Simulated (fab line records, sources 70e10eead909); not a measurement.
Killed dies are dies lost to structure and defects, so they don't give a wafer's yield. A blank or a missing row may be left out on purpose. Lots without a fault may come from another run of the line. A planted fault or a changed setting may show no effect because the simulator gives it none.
Which tool did it? | flow nand_harc | 6 lots, 18 wafers sampled, at 3 steps of a route of 1302

WHAT THE GAUGES READ, wafer by wafer
NHARC_A_ONON_D2_THK_MEAS_05: measures by ellipsometry.
lot  | measured     | on            | thk_nm (nm)
L683 | day 13 14:38 | film_metro-01 | 998 996 998
L688 | day 16 06:57 | film_metro-02 | 1006 1006 1007
L693 | day 17 11:21 | film_metro-01 | 498 498 498 500 498 500
L694 | day 18 06:11 | film_metro-02 | 510 508 509 509 508 509
L700 | day 20 15:00 | film_metro-01 | 1015 1014 1016
L702 | day 21 20:10 | film_metro-02 | 997 998 999

WHICH TOOL RAN EACH LOT (tool, then ch and the chambers of the sampled wafers, then the start)
lot  | NHARC_A_DECK1_JOINT_CMP_13    | NHARC_A_ONON_D2_DEP_03
L683 | cmp-04 ch 0,1,3, day 12 15:25 | pecvd_onon-02 ch 0, day 13 14:08
L688 | cmp-03 ch 0,1,2, day 15 03:22 | pecvd_onon-01 ch 0, day 16 06:25
L693 | cmp-01 ch 2,3, day 16 13:22   | pecvd_onon-02 ch 0, day 17 10:50
L694 | cmp-03 ch 0,2,3, day 17 08:15 | pecvd_onon-02 ch 0, day 18 05:44
L700 | cmp-04 ch 1,2, day 19 15:45   | pecvd_onon-04 ch 0, day 20 14:36
L702 | cmp-01 ch 0,2,3, day 20 18:56 | pecvd_onon-01 ch 0, day 21 19:43
- NHARC_A_DECK1_JOINT_CMP_13: polishes, target thk 51.023 nm.
- NHARC_A_ONON_D2_DEP_03: target thk 1000 nm.

THE ANSWER, worked out from the rows above alone
Rule: what is usual is taken from the lots themselves. Put in order of their means at a reading, lots are off if they are a third of the lots or fewer, leave a main group of 4 or more, and stand apart from it by a gap of 3 or more times the standard deviation of the main group's means; of several such gaps the widest counts. A main group whose means are all the same, to the digits that the tables above print for the reading, isn't used. A lot without any number at a reading at which 4 lots or more have one is off too. The other lots that the step has rows for count as sound.
Off: L693, L694, at NHARC_A_ONON_D2_THK_MEAS_05 (thk_nm). The main group: mean 1004 nm, standard deviation 7.2.
A tool fits if, at a process step before that reading, it ran every lot that is off, and no sound lot after the first of them. The gauges at NHARC_A_ONON_D2_THK_MEAS_05 are tried like those tools. One fits: pecvd_onon-02 at NHARC_A_ONON_D2_DEP_03. Its last sound lot is L683 (day 13 14:08), its first lot that is off L693 (day 17 10:50): a fault that began between those two fits.

WHAT THE SIMULATOR HAD PUT IN
Process parameter drift: pecvd_onon-02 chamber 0, from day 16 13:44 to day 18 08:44, at NHARC_A_ONON_D2_DEP_03. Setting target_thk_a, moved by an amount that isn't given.
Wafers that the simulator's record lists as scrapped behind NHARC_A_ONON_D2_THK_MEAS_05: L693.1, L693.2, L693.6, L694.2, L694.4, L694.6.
Lots struck among those shown: L693, L694. The rule above found the same.
